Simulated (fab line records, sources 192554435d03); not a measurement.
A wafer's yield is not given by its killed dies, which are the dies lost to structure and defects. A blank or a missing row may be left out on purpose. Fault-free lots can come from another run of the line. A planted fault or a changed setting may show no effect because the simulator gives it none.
fab line records -- flow n5-finfet -- part 1 of 2: steps 1 to 28 of 36
record: lots: 5, wafers: 15, last-day: 18
route steps=1938 shown MIM_TOP@1838 MIM_TOP_LITHO@1839 MIM_TOP_ETCH@1851 MIM_BOT_LITHO@1854 MIM_BOT_ETCH@1866 PASS1_CAP@1873
lots that met no fault: from a run of the same line without faults
start-h: start of the lot's first displayed wafer, in hours after the record's first day -- wait-h: hours from the lot's prior step to this one -- " same as the row above -- L1.1+2: a single row standing in for several wafers -- - no value, or no start was given -- * or withheld: withheld -- < > ~ a bound
route shown NAME@n: names a module that has steps shown in the file, with the first one's number in the route -- usual: mean/standard deviation of fault-free wafers -- same: alike in all rows -- chamber/n: place in a boat -- sites: the reading at each site -- _std_site: the values' standard deviation -- _edge_site: outer sites' mean less inner sites' -- radius-mm: how far each site lies from the wafer's centre -- mask NAME#n: copy n -- behind: the most recent tool/chamber to have shaped the wafer -- hold: the reason the lot was held/the length of the hold in hours/how it ended -- device: whichever transistor did not switch (one of n, p or np) -- end of line: at the end of the route, the tests of the same wafers -- a step without rows: its recipe alone -- killed: dies that structure and defects cost at the first sort, which is not the same as the wafer's yield -- map: a wafer's dies, marking killed ones x, the rest . and places with no die _
set.NAME: the run value of the setting; set.NAME@STEP: its run value at that earlier step -- model.NAME: the simulator's own value behind a step, which no gauge read
a table for each step, a row for each wafer; lots at some steps of the route
services: a tool's chamber out of use, with start hour (start-h, from the record's first day; less than 0 if before it), hours out, and reason
== steps ==
step: N5_MIM_TOP_SPUTTER_03
recipe: material: TiN, target-thk-a: 350, temp-c: 200, power-w: 3000, chamber-pressure-pa: 0.49996, gas: Ar, reactive-partial-pa: 0.37997, time-s: 89.7
usual: throttle-valve-pct: 29.7/1.1
lot.wafer,tool,chamber,start-h,wait-h,throttle-valve-pct
L081.1,pvd-sputter-01,-,310.43,0.0,29.1
L081.3,pvd-sputter-01,-,310.43,0.0,27.7
L081.6,pvd-sputter-01,-,310.43,0.0,30.5
L089.1,pvd-sputter-03,-,358.59,0.0,28.7
L089.2,pvd-sputter-03,-,358.59,0.0,28.5
L089.4,pvd-sputter-03,-,358.59,0.0,28.5
L092.1,pvd-sputter-03,-,368.92,0.0,28.6
L092.5,pvd-sputter-03,-,368.92,0.0,28.4
L092.6,pvd-sputter-03,-,368.92,0.0,30.9
L095.1,pvd-sputter-03,-,384.67,0.0,28.9
L095.5,pvd-sputter-03,-,384.67,0.0,28.7
L095.6,pvd-sputter-03,-,384.67,0.0,30.9
L096.1,pvd-sputter-01,-,409.66,0.0,30.4
L096.2,pvd-sputter-01,-,409.66,0.0,29.0
L096.4,pvd-sputter-01,-,409.66,0.0,27.6
step: N5_MIM_TOP_LITHO_HMDS_01
recipe: time-s: 60, temp-c: 120
lot.wafer,tool,chamber,start-h,wait-h
L081.1+3+6,litho-track-01,0,310.54,0.1
L089.1+2+4,litho-track-03,0,358.70,0.1
L092.1+5+6,litho-track-01,0,369.03,0.1
L095.1+5+6,litho-track-02,0,384.77,0.1
L096.1+2+4,litho-track-02,0,409.77,0.1
step: N5_MIM_TOP_LITHO_COAT_02
recipe: spin-rpm: *, resist-thk-nm: *
usual: spin-speed-rpm: *
lot.wafer,tool,chamber,start-h,wait-h,spin-speed-rpm
L081.1,litho-track-01,0,-,-,*
L081.3,litho-track-01,0,-,-,*
L081.6,litho-track-01,0,-,-,*
L089.1,litho-track-03,0,-,-,*
L089.2,litho-track-03,0,-,-,*
L089.4,litho-track-03,0,-,-,*
L092.1,litho-track-01,0,-,-,*
L092.5,litho-track-01,0,-,-,*
L092.6,litho-track-01,0,-,-,*
L095.1,litho-track-02,0,-,-,*
L095.5,litho-track-02,0,-,-,*
L095.6,litho-track-02,0,-,-,*
L096.1,litho-track-02,0,-,-,*
L096.2,litho-track-02,0,-,-,*
L096.4,litho-track-02,0,-,-,*
step: N5_MIM_TOP_LITHO_EBR_04
recipe: solvent: PGMEA, ebr-width-mm: 1.5
lot.wafer,tool,chamber,start-h,wait-h
L081.1+3+6,litho-track-01,0,-,-
L089.1+2+4,litho-track-03,0,-,-
L092.1+5+6,litho-track-01,0,-,-
L095.1+5+6,litho-track-02,0,-,-
L096.1+2+4,litho-track-02,0,-,-
step: N5_MIM_TOP_LITHO_SOFTBAKE_03
recipe: temp-c: 100, time-s: 90
lot.wafer,tool,chamber,start-h,wait-h
L081.1+3+6,litho-track-01,0,-,-
L089.1+2+4,litho-track-03,0,-,-
L092.1+5+6,litho-track-01,0,-,-
L095.1+5+6,litho-track-02,0,-,-
L096.1+2+4,litho-track-02,0,-,-
step: N5_MIM_TOP_LITHO_EXPOSE_05
recipe: mask-id: MIM_TOP, na: 0.55, source-shape: conventional, sigma-outer: 0.8, polarization: unpolarized, target-cd-nm: 2000, dose-mj: 20.5
lot.wafer,tool,chamber,start-h,wait-h,mask
L081.1+3+6,krf-scanner-01,0,310.65,-,MIM_TOP#0
L089.1+2+4,krf-scanner-01,0,358.81,-,MIM_TOP#0
L092.1+5+6,krf-scanner-01,0,369.14,-,MIM_TOP#0
L095.1+5+6,krf-scanner-01,0,384.88,-,MIM_TOP#0
L096.1+2+4,krf-scanner-01,0,409.88,-,MIM_TOP#0
step: N5_MIM_TOP_LITHO_PEB_06
recipe: peb-temp-c: withheld, peb-time-s: *
lot.wafer,tool,chamber,start-h,wait-h
L081.1+3+6,litho-track-01,0,310.70,0.1
L089.1+2+4,litho-track-03,0,358.86,0.1
L092.1+5+6,litho-track-03,0,369.19,0.1
L095.1+5+6,litho-track-01,0,384.94,0.1
L096.1+2+4,litho-track-03,0,409.94,0.1
step: N5_MIM_TOP_LITHO_DEVELOP_07
recipe: develop-time-s: 60, rinse-liquid: diw, dry: air-spin, dev-temp-c: 21
lot.wafer,tool,chamber,start-h,wait-h
L081.1+3+6,litho-track-01,0,-,-
L089.1+2+4,litho-track-03,0,-,-
L092.1+5+6,litho-track-03,0,-,-
L095.1+5+6,litho-track-01,0,-,-
L096.1+2+4,litho-track-03,0,-,-
step: N5_MIM_TOP_LITHO_HARDBAKE_09
recipe: temp-c: 130, time-s: 120
lot.wafer,tool,chamber,start-h,wait-h
L081.1+3+6,litho-track-01,0,-,-
L089.1+2+4,litho-track-03,0,-,-
L092.1+5+6,litho-track-03,0,-,-
L095.1+5+6,litho-track-01,0,-,-
L096.1+2+4,litho-track-03,0,-,-
step: N5_MIM_TOP_LITHO_CD_MEAS_08
recipe: target-cd-nm: 2000, landing-energy-ev: 500, detector: se-inlens
usual: cd-nm: 1998.6/1.4
lot.wafer,tool,chamber,start-h,wait-h,cd-nm
L081.1,cd-sem-03,0,310.82,-,1999.7
L081.3,cd-sem-03,0,310.82,-,1999.5
L081.6,cd-sem-03,0,310.82,-,1998.6
L089.1,cd-sem-03,0,358.98,-,1999.2
L089.2,cd-sem-03,0,358.98,-,1999.2
L089.4,cd-sem-03,0,358.98,-,1996.5
L092.1,cd-sem-02,0,369.31,-,1999.8
L092.5,cd-sem-02,0,369.31,-,1999.4
L092.6,cd-sem-02,0,369.31,-,2000.1
L095.1,cd-sem-03,0,385.06,-,1996.8
L095.5,cd-sem-03,0,385.06,-,1999.0
L095.6,cd-sem-03,0,385.06,-,1999.2
L096.1,cd-sem-02,0,410.05,-,1999.7
L096.2,cd-sem-02,0,410.05,-,1996.3
L096.4,cd-sem-02,0,410.05,-,1999.4
step: N5_MIM_TOP_LITHO_OVL_MEAS_11
recipe: points-per-wafer: 44
usual: MIM_TOP_OVL: -1/5.1
lot.wafer,tool,chamber,start-h,wait-h,MIM_TOP_OVL[nm]
L081.1,overlay-01,0,310.85,0.0,4
L081.3,overlay-01,0,310.85,0.0,-1
L081.6,overlay-01,0,310.85,0.0,-2
L089.1,overlay-02,0,359.01,0.0,-5
L089.2,overlay-02,0,359.01,0.0,0
L089.4,overlay-02,0,359.01,0.0,-11
L092.1,overlay-01,0,369.34,0.0,3
L092.5,overlay-01,0,369.34,0.0,0
L092.6,overlay-01,0,369.34,0.0,-2
L095.1,overlay-02,0,385.09,0.0,0
L095.5,overlay-02,0,385.09,0.0,1
L095.6,overlay-02,0,385.09,0.0,2
L096.1,overlay-01,0,410.09,0.0,4
L096.2,overlay-01,0,410.09,0.0,-2
L096.4,overlay-01,0,410.09,0.0,-3
step: N5_MIM_TOP_LITHO_INSPECT_12
recipe: mode: adi, inspect-instrument: macro
usual: raw-defect-count: 1.9/1.2
lot.wafer,tool,chamber,start-h,wait-h,raw-defect-count
L081.1,defect-inspect-01,-,310.88,0.0,2
L081.3,defect-inspect-01,-,310.88,0.0,2
L081.6,defect-inspect-01,-,310.88,0.0,5
L089.1,defect-inspect-01,-,359.04,0.0,0
L089.2,defect-inspect-01,-,359.04,0.0,2
L089.4,defect-inspect-01,-,359.04,0.0,5
L092.1,defect-inspect-02,-,369.37,0.0,2
L092.5,defect-inspect-02,-,369.37,0.0,2
L092.6,defect-inspect-02,-,369.37,0.0,2
L095.1,defect-inspect-01,-,385.11,0.0,2
L095.5,defect-inspect-01,-,385.11,0.0,2
L095.6,defect-inspect-01,-,385.11,0.0,2
L096.1,defect-inspect-01,-,410.11,0.0,3
L096.2,defect-inspect-01,-,410.11,0.0,1
L096.4,defect-inspect-01,-,410.11,0.0,2
step: N5_MIM_TOP_LITHO_DESCUM_10
recipe: chemistry: O2, time-s: 7.9, source-power-w: 50, bias-power-w: 20, pressure-mtorr: 20, rf-frequency-hz: 2.712e+07, temp-c: 40, o2-flow-sccm: 225
usual: drypump-motor-current-A: 5.5/0.36, oes-product-au: 0.79/0.075, rf-vpp-V: 243.3/1.3, showerhead-plenum-p-Torr: 2.11/0.067, throttle-valve-pct: 20.33/0.22
lot.wafer,tool,chamber,start-h,wait-h,drypump-motor-current-A,oes-product-au,rf-hours-counter-h,rf-vpp-V,showerhead-plenum-p-Torr,throttle-valve-pct
L081.1,rie-diel-05,2,310.92,0.0,5.8,0.67,241,244.4,2.13,20.00
L081.3,rie-diel-05,0,310.92,0.0,5.6,0.80,96,244.8,2.20,20.36
L081.6,rie-diel-05,1,310.92,0.0,5.4,0.89,-,242.0,2.05,20.41
L089.1,rie-diel-04,3,359.07,0.0,5.0,0.81,102,244.0,2.21,20.30
L089.2,rie-diel-04,2,359.07,0.0,5.7,0.70,239,242.8,2.15,20.68
L089.4,rie-diel-04,1,359.07,0.0,5.4,0.82,68,243.6,2.04,20.09
L092.1,rie-diel-05,3,369.40,0.0,5.7,0.91,17,241.0,2.07,20.09
L092.5,rie-diel-05,1,369.40,0.0,5.4,0.86,-,242.8,2.04,20.45
L092.6,rie-diel-05,0,369.40,0.0,5.5,0.78,-,243.4,2.19,20.38
L095.1,rie-diel-04,3,385.14,0.0,5.0,0.80,108,245.5,2.20,20.31
L095.5,rie-diel-04,3,385.14,0.0,4.9,0.80,-,245.2,2.20,20.30
L095.6,rie-diel-04,2,385.14,0.0,5.7,0.69,-,244.0,2.14,20.68
L096.1,rie-diel-04,1,410.21,0.1,5.4,0.81,80,241.3,2.03,20.08
L096.2,rie-diel-04,3,410.21,0.1,5.0,0.80,112,245.8,2.20,20.32
L096.4,rie-diel-04,0,410.21,0.1,5.9,0.70,246,243.5,2.06,20.40
step: N5_MIM_TOP_ETCH_ETCH_00
recipe: chemistry: Cl2/BCl3, target: TiN, target-depth-a: 385, ion-energy-ev: 150, pressure-mtorr: 10, icp-w: 1000, bias-w: 126, Cl2_flow_sccm: 53.25, bcl3-flow-sccm: 21.75, Ar_flow_sccm: 25
usual: drypump-motor-current-A: 5.5/0.63, oes-product-au: 0.78/0.054, throttle-valve-pct: 22.60/0.21
lot.wafer,tool,chamber,start-h,wait-h,drypump-motor-current-A,oes-product-au,rf-hours-counter-h,throttle-valve-pct
L081.1,rie-metal-03,1,311.00,0.1,6.2,0.78,35,22.57
L081.3,rie-metal-03,1,311.00,0.1,6.2,0.78,-,22.58
L081.6,rie-metal-03,0,311.00,0.1,4.7,0.86,-,22.43
L089.1,rie-metal-01,0,359.16,0.1,6.2,0.77,46,22.45
L089.2,rie-metal-01,0,359.16,0.1,6.2,0.77,-,22.46
L089.4,rie-metal-01,0,359.16,0.1,6.2,0.76,-,22.46
L092.1,rie-metal-03,1,369.49,0.1,6.2,0.78,40,22.60
L092.5,rie-metal-03,1,369.49,0.1,6.2,0.78,-,22.60
L092.6,rie-metal-03,0,369.49,0.1,4.7,0.84,-,22.44
L095.1,rie-metal-01,1,385.23,0.1,5.0,0.70,77,22.97
L095.5,rie-metal-01,1,385.23,0.1,5.0,0.69,-,22.98
L095.6,rie-metal-01,0,385.23,0.1,6.1,0.75,-,22.46
L096.1,rie-metal-01,0,410.30,0.1,6.1,0.75,50,22.46
L096.2,rie-metal-01,1,410.30,0.1,5.0,0.70,79,22.99
L096.4,rie-metal-01,1,410.30,0.1,5.0,0.70,-,22.96
step: N5_MIM_TOP_ETCH_STRIP_01
recipe: chemistry: O2, power-w: 600, temp-c: 60, pressure-mtorr: 30, rf-frequency-hz: 6e+07, bias-power-w: 0, overash-fraction: 0.5, o2-flow-sccm: 225
usual: drypump-motor-current-A: 5.8/0.46, oes-product-au: 0.79/0.083, rf-vpp-V: 3.8/1.3, showerhead-plenum-p-Torr: 2.06/0.063, throttle-valve-pct: 16.75/0.25
lot.wafer,tool,chamber,start-h,wait-h,drypump-motor-current-A,oes-product-au,rf-hours-counter-h,rf-vpp-V,showerhead-plenum-p-Torr,throttle-valve-pct
L081.1,rie-diel-06,1,311.15,0.1,5.3,0.69,242,4.0,1.96,16.57
L081.3,rie-diel-06,3,311.15,0.1,5.0,0.70,211,6.8,1.98,16.81
L081.6,rie-diel-06,0,311.15,0.1,6.2,0.80,-,4.3,2.03,16.44
L089.1,rie-diel-03,1,359.42,0.2,5.7,0.88,28,3.4,2.03,16.77
L089.2,rie-diel-03,0,359.42,0.2,6.0,0.85,82,3.5,2.15,16.88
L089.4,rie-diel-03,0,359.42,0.2,6.0,0.81,-,3.4,2.15,16.87
L092.1,rie-diel-01,3,369.63,0.1,6.7,0.69,216,2.7,2.08,16.82
L092.5,rie-diel-01,2,369.63,0.1,6.0,0.80,-,4.6,2.05,16.73
L092.6,rie-diel-01,3,369.63,0.1,6.7,0.68,-,2.8,2.08,16.85
L095.1,rie-diel-01,2,385.41,0.1,6.1,0.82,77,4.9,2.05,16.77
L095.5,rie-diel-01,2,385.41,0.1,6.1,0.81,-,3.7,2.05,16.80
L095.6,rie-diel-01,1,385.41,0.1,5.8,0.78,-,1.7,2.00,16.50
L096.1,rie-diel-06,0,410.44,0.1,6.2,0.80,119,2.4,2.02,16.46
L096.2,rie-diel-06,1,410.44,0.1,5.3,0.90,13,2.4,2.22,16.11
L096.4,rie-diel-06,2,410.44,0.1,5.8,0.69,-,3.4,2.08,17.15
step: N5_MIM_TOP_ETCH_PECVD_03
recipe: material: SiNx, target-thk-a: 200, temp-c: 400, precursor: SiH4/NH3/N2, pressure-torr: 1.5, rf-w: 300, time-s: 17.6
usual: heater-power-outer-w: 475/110, heater-power-w: 790/160, showerhead-plenum-p-Torr: 5.16/0.074, throttle-valve-pct: 40.1/1.3
lot.wafer,tool,chamber,start-h,wait-h,heater-power-outer-w,heater-power-w,showerhead-plenum-p-Torr,throttle-valve-pct
L081.1,pecvd-04,2,311.21,-,386,735,5.11,40.3
L081.3,pecvd-04,0,311.21,-,314,637,5.18,39.3
L081.6,pecvd-04,0,311.21,-,316,635,5.19,39.1
L089.1,pecvd-02,0,359.48,-,541,924,5.12,41.4
L089.2,pecvd-02,2,359.48,-,466,746,5.24,41.6
L089.4,pecvd-02,0,359.48,-,546,921,5.14,41.4
L092.1,pecvd-04,0,369.69,-,363,674,5.20,38.9
L092.5,pecvd-04,1,369.69,-,394,718,5.14,39.3
L092.6,pecvd-04,0,369.69,-,361,669,5.19,38.9
L095.1,pecvd-02,0,385.48,-,626,1015,5.12,41.3
L095.5,pecvd-02,0,385.48,-,623,1046,5.13,41.5
L095.6,pecvd-02,2,385.48,-,449,738,5.24,41.8
L096.1,pecvd-02,0,410.51,-,606,1008,5.12,41.3
L096.2,pecvd-02,2,410.51,-,501,812,5.25,42.3
L096.4,pecvd-02,0,410.51,-,611,1004,5.13,41.4
step: N5_MIM_BOT_LITHO_HMDS_01
recipe: time-s: 60, temp-c: 120
lot.wafer,tool,chamber,start-h,wait-h
L081.1+3+6,litho-track-04,0,311.28,0.0
L089.1+2+4,litho-track-04,0,359.55,0.0
L092.1+5+6,litho-track-01,0,369.76,0.0
L095.1+5+6,litho-track-04,0,385.55,0.0
L096.1+2+4,litho-track-05,0,410.60,0.1
step: N5_MIM_BOT_LITHO_COAT_02
recipe: spin-rpm: *, resist-thk-nm: *
usual: spin-speed-rpm: *
lot.wafer,tool,chamber,start-h,wait-h,spin-speed-rpm
L081.1,litho-track-04,0,-,-,*
L081.3,litho-track-04,0,-,-,*
L081.6,litho-track-04,0,-,-,*
L089.1,litho-track-04,0,-,-,*
L089.2,litho-track-04,0,-,-,*
L089.4,litho-track-04,0,-,-,*
L092.1,litho-track-01,0,-,-,*
L092.5,litho-track-01,0,-,-,*
L092.6,litho-track-01,0,-,-,*
L095.1,litho-track-04,0,-,-,*
L095.5,litho-track-04,0,-,-,*
L095.6,litho-track-04,0,-,-,*
L096.1,litho-track-05,0,-,-,*
L096.2,litho-track-05,0,-,-,*
L096.4,litho-track-05,0,-,-,*
step: N5_MIM_BOT_LITHO_EBR_04
recipe: solvent: PGMEA, ebr-width-mm: 1.5
lot.wafer,tool,chamber,start-h,wait-h
L081.1+3+6,litho-track-04,0,-,-
L089.1+2+4,litho-track-04,0,-,-
L092.1+5+6,litho-track-01,0,-,-
L095.1+5+6,litho-track-04,0,-,-
L096.1+2+4,litho-track-05,0,-,-
step: N5_MIM_BOT_LITHO_SOFTBAKE_03
recipe: temp-c: 100, time-s: 90
lot.wafer,tool,chamber,start-h,wait-h
L081.1+3+6,litho-track-04,0,-,-
L089.1+2+4,litho-track-04,0,-,-
L092.1+5+6,litho-track-01,0,-,-
L095.1+5+6,litho-track-04,0,-,-
L096.1+2+4,litho-track-05,0,-,-
step: N5_MIM_BOT_LITHO_EXPOSE_05
recipe: mask-id: MIM_BOT, na: 0.55, source-shape: conventional, sigma-outer: 0.8, polarization: unpolarized, dose-mj: 24.25
lot.wafer,tool,chamber,start-h,wait-h,mask
L081.1+3+6,krf-scanner-02,0,311.51,-,MIM_BOT#0
L089.1+2+4,krf-scanner-01,0,359.78,-,MIM_BOT#0
L092.1+5+6,krf-scanner-01,0,369.87,-,MIM_BOT#0
L095.1+5+6,krf-scanner-01,0,385.66,-,MIM_BOT#0
L096.1+2+4,krf-scanner-01,0,410.71,-,MIM_BOT#0
step: N5_MIM_BOT_LITHO_PEB_06
recipe: peb-temp-c: withheld, peb-time-s: *
lot.wafer,tool,chamber,start-h,wait-h
L081.1+3+6,litho-track-05,0,311.57,0.1
L089.1+2+4,litho-track-01,0,359.84,0.1
L092.1+5+6,litho-track-05,0,369.93,0.1
L095.1+5+6,litho-track-01,0,385.71,0.1
L096.1+2+4,litho-track-01,0,410.76,0.1
step: N5_MIM_BOT_LITHO_DEVELOP_07
recipe: develop-time-s: 60, rinse-liquid: diw, dry: air-spin, dev-temp-c: 21
lot.wafer,tool,chamber,start-h,wait-h
L081.1+3+6,litho-track-05,0,-,-
L089.1+2+4,litho-track-01,0,-,-
L092.1+5+6,litho-track-05,0,-,-
L095.1+5+6,litho-track-01,0,-,-
L096.1+2+4,litho-track-01,0,-,-
step: N5_MIM_BOT_LITHO_HARDBAKE_09
recipe: temp-c: 130, time-s: 120
lot.wafer,tool,chamber,start-h,wait-h
L081.1+3+6,litho-track-05,0,-,-
L089.1+2+4,litho-track-01,0,-,-
L092.1+5+6,litho-track-05,0,-,-
L095.1+5+6,litho-track-01,0,-,-
L096.1+2+4,litho-track-01,0,-,-
step: N5_MIM_BOT_LITHO_CD_MEAS_08
recipe: target-cd-nm: 3000, landing-energy-ev: 500, detector: se-inlens, polarity: opening
usual: cd-nm: 3000.0/2.1
lot.wafer,tool,chamber,start-h,wait-h,cd-nm
L081.1,cd-sem-02,0,311.69,-,2999.8
L081.3,cd-sem-02,0,311.69,-,3001.0
L081.6,cd-sem-02,0,311.69,-,2998.7
L089.1,cd-sem-02,0,359.96,-,2998.8
L089.2,cd-sem-02,0,359.96,-,2999.6
L089.4,cd-sem-02,0,359.96,-,2999.8
L092.1,cd-sem-03,0,370.05,-,3001.9
L092.5,cd-sem-03,0,370.05,-,2999.8
L092.6,cd-sem-03,0,370.05,-,3003.8
L095.1,cd-sem-02,0,385.83,-,2999.4
L095.5,cd-sem-02,0,385.83,-,3002.2
L095.6,cd-sem-02,0,385.83,-,3003.7
L096.1,cd-sem-03,0,410.88,-,3000.5
L096.2,cd-sem-03,0,410.88,-,3000.8
L096.4,cd-sem-03,0,410.88,-,3000.6
step: N5_MIM_BOT_LITHO_OVL_MEAS_11
recipe: points-per-wafer: 44
usual: MIM_BOT_OVL: -2/5.3
lot.wafer,tool,chamber,start-h,wait-h,MIM_BOT_OVL[nm]
L081.1,overlay-02,0,311.72,0.0,9
L081.3,overlay-02,0,311.72,0.0,12
L081.6,overlay-02,0,311.72,0.0,4
L089.1,overlay-02,0,359.99,0.0,0
L089.2,overlay-02,0,359.99,0.0,-3
L089.4,overlay-02,0,359.99,0.0,-4
L092.1,overlay-01,0,370.08,0.0,0
L092.5,overlay-01,0,370.08,0.0,-7
L092.6,overlay-01,0,370.08,0.0,-6
L095.1,overlay-02,0,385.86,0.0,-6
L095.5,overlay-02,0,385.86,0.0,6
L095.6,overlay-02,0,385.86,0.0,2
L096.1,overlay-02,0,410.91,0.0,-4
L096.2,overlay-02,0,410.91,0.0,-3
L096.4,overlay-02,0,410.91,0.0,-6
step: N5_MIM_BOT_LITHO_INSPECT_12
recipe: mode: adi, inspect-instrument: macro
usual: raw-defect-count: 2.0/1.3
lot.wafer,tool,chamber,start-h,wait-h,raw-defect-count
L081.1,defect-inspect-01,-,311.74,0.0,2
L081.3,defect-inspect-01,-,311.74,0.0,5
L081.6,defect-inspect-01,-,311.74,0.0,1
L089.1,defect-inspect-02,-,360.01,0.0,3
L089.2,defect-inspect-02,-,360.01,0.0,1
L089.4,defect-inspect-02,-,360.01,0.0,4
L092.1,defect-inspect-02,-,370.10,0.0,2
L092.5,defect-inspect-02,-,370.10,0.0,1
L092.6,defect-inspect-02,-,370.10,0.0,3
L095.1,defect-inspect-02,-,385.89,0.0,1
L095.5,defect-inspect-02,-,385.89,0.0,2
L095.6,defect-inspect-02,-,385.89,0.0,1
L096.1,defect-inspect-02,-,410.94,0.0,4
L096.2,defect-inspect-02,-,410.94,0.0,3
L096.4,defect-inspect-02,-,410.94,0.0,2
step: N5_MIM_BOT_LITHO_DESCUM_10
recipe: chemistry: O2, time-s: 7.9, source-power-w: 50, bias-power-w: 20, pressure-mtorr: 20, rf-frequency-hz: 2.712e+07, temp-c: 40, o2-flow-sccm: 225
usual: drypump-motor-current-A: 5.6/0.35, oes-product-au: 0.78/0.075, rf-vpp-V: 243.2/1.3, showerhead-plenum-p-Torr: 2.10/0.065, throttle-valve-pct: 20.33/0.19
lot.wafer,tool,chamber,start-h,wait-h,drypump-motor-current-A,oes-product-au,rf-hours-counter-h,rf-vpp-V,showerhead-plenum-p-Torr,throttle-valve-pct
L081.1,rie-diel-05,0,311.90,0.2,5.6,0.80,97,244.7,2.20,20.36
L081.3,rie-diel-05,2,311.90,0.2,5.8,0.67,242,243.0,2.13,20.00
L081.6,rie-diel-05,2,311.90,0.2,5.8,0.67,-,243.2,2.13,20.00
L089.1,rie-diel-05,2,360.05,0.0,5.8,0.96,6,243.8,2.13,19.67
L089.2,rie-diel-05,0,360.05,0.0,5.6,0.78,119,244.3,2.19,20.39
L089.4,rie-diel-05,3,360.05,0.0,5.7,0.93,15,241.7,2.07,20.11
L092.1,rie-diel-04,2,370.14,0.0,5.7,0.69,242,243.1,2.15,20.66
L092.5,rie-diel-04,2,370.14,0.0,5.7,0.70,-,244.6,2.15,20.67
L092.6,rie-diel-04,3,370.14,0.0,5.0,0.81,-,245.3,2.21,20.31
L095.1,rie-diel-02,3,385.92,0.0,5.5,0.80,108,242.4,2.03,20.54
L095.5,rie-diel-02,0,385.92,0.0,5.4,0.73,-,243.2,2.08,20.31
L095.6,rie-diel-02,3,385.92,0.0,5.5,0.81,-,242.0,2.02,20.53
L096.1,rie-diel-05,2,410.97,0.0,5.8,0.93,18,243.4,2.12,19.70
L096.2,rie-diel-05,3,410.97,0.0,5.7,0.90,34,243.5,2.06,20.13
L096.4,rie-diel-05,0,410.97,0.0,5.6,0.77,138,245.2,2.19,20.40
